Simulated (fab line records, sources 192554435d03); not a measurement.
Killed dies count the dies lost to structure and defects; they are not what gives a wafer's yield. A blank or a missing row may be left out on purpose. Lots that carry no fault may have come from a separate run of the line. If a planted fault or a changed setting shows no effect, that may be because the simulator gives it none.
Matching of chambers / flow n5 finfet / 3 sister chambers for N5_BEOL_M6_DEP_56 on pecvd-03
The step deposits SiCN from 3MS/NH3, target thk 10 nm, time 17.5 s. 22 wafers are shown with their chamber, then 11 later ones without.

EACH WAFER AND ITS CHAMBER
wafer=L075.2; chamber=0; throttle valve pct (%)=9.1; showerhead plenum p Torr (Torr)=3.665
wafer=L075.4; chamber=1; throttle valve pct (%)=9.2; showerhead plenum p Torr (Torr)=3.646
wafer=L075.5; chamber=2; throttle valve pct (%)=8.4; showerhead plenum p Torr (Torr)=3.653
wafer=L079.1; chamber=0; throttle valve pct (%)=9.2; showerhead plenum p Torr (Torr)=3.670
wafer=L079.3; chamber=1; throttle valve pct (%)=9.4; showerhead plenum p Torr (Torr)=3.637
wafer=L079.4; chamber=2; throttle valve pct (%)=8.4; showerhead plenum p Torr (Torr)=3.643
wafer=L080.3; chamber=2; throttle valve pct (%)=8.7; showerhead plenum p Torr (Torr)=3.653
wafer=L080.4; chamber=1; throttle valve pct (%)=9.1; showerhead plenum p Torr (Torr)=3.633
wafer=L080.5; chamber=2; throttle valve pct (%)=8.4; showerhead plenum p Torr (Torr)=3.642
wafer=L081.1; chamber=2; throttle valve pct (%)=8.7; showerhead plenum p Torr (Torr)=3.658
wafer=L081.2; chamber=1; throttle valve pct (%)=9.4; showerhead plenum p Torr (Torr)=3.646
wafer=L081.4; chamber=2; throttle valve pct (%)=8.4; showerhead plenum p Torr (Torr)=3.660
wafer=L097.3; chamber=1; throttle valve pct (%)=9.5; showerhead plenum p Torr (Torr)=3.646
wafer=L097.4; chamber=2; throttle valve pct (%)=8.6; showerhead plenum p Torr (Torr)=3.653
wafer=L097.5; chamber=0; throttle valve pct (%)=9.3; showerhead plenum p Torr (Torr)=3.663
wafer=L091.1; chamber=2; throttle valve pct (%)=8.8; showerhead plenum p Torr (Torr)=3.656
wafer=L091.2; chamber=0; throttle valve pct (%)=9.3; showerhead plenum p Torr (Torr)=3.672
wafer=L091.3; chamber=1; throttle valve pct (%)=9.6; showerhead plenum p Torr (Torr)=3.640
wafer=L092.1; chamber=1; throttle valve pct (%)=9.2; showerhead plenum p Torr (Torr)=3.637
wafer=L092.2; chamber=0; throttle valve pct (%)=9.3; showerhead plenum p Torr (Torr)=3.670
wafer=L092.5; chamber=2; throttle valve pct (%)=8.2; showerhead plenum p Torr (Torr)=3.663
wafer=L094.1; chamber=2; throttle valve pct (%)=8.4; showerhead plenum p Torr (Torr)=3.650

SIGNATURES, as means of the wafers listed above
reading=throttle valve pct; chamber 0=9.240; chamber 1=9.343; chamber 2=8.500; scatter within a chamber=0.17
reading=showerhead plenum p Torr; chamber 0=3.66800; chamber 1=3.64071; chamber 2=3.65310; scatter within a chamber=0.00581
Rule: for a wafer and a chamber, the distance is found by dividing, reading by reading, the gap between the wafer's reading and the chamber's mean by the reading's scatter, squaring, summing and taking the root. The wafer belongs to the nearest chamber; if the next one is less than 2 further off, it can't be placed. The scatter: take each reading less its chamber's mean, square it, sum over the shown wafers, divide by the number of wafers less the number of chambers, and take the root.

WAFERS WITHOUT THEIR CHAMBER
wafer=L094.5; throttle valve pct (%)=9.3; showerhead plenum p Torr (Torr)=3.659
wafer=L094.6; throttle valve pct (%)=9.3; showerhead plenum p Torr (Torr)=3.627
wafer=L093.1; throttle valve pct (%)=8.9; showerhead plenum p Torr (Torr)=3.650
wafer=L093.4; throttle valve pct (%)=8.5; showerhead plenum p Torr (Torr)=3.655
wafer=L093.5; throttle valve pct (%)=9.4; showerhead plenum p Torr (Torr)=3.631
wafer=L089.1; throttle valve pct (%)=9.5; showerhead plenum p Torr (Torr)=3.640
wafer=L089.2; throttle valve pct (%)=8.4; showerhead plenum p Torr (Torr)=3.655
wafer=L089.3; throttle valve pct (%)=9.4; showerhead plenum p Torr (Torr)=3.644
wafer=L096.3; throttle valve pct (%)=8.6; showerhead plenum p Torr (Torr)=3.647
wafer=L096.4; throttle valve pct (%)=8.6; showerhead plenum p Torr (Torr)=3.656
wafer=L096.6; throttle valve pct (%)=9.5; showerhead plenum p Torr (Torr)=3.667

THE CHAMBER EACH PASSED THROUGH
wafer=L094.5; from the rows above=can't be placed: 0 or 1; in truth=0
wafer=L094.6; from the rows above=1; in truth=1
wafer=L093.1; from the rows above=can't be placed: 2 or 1 or 0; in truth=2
wafer=L093.4; from the rows above=2; in truth=2
wafer=L093.5; from the rows above=1; in truth=1
wafer=L089.1; from the rows above=1; in truth=1
wafer=L089.2; from the rows above=2; in truth=2
wafer=L089.3; from the rows above=1; in truth=1
wafer=L096.3; from the rows above=2; in truth=2
wafer=L096.4; from the rows above=2; in truth=2
wafer=L096.6; from the rows above=0; in truth=0
Correctly placed: 9 of 11. Can't be placed from these rows: 2 (the true chamber is among the candidates in 2). Wrongly placed: 0.
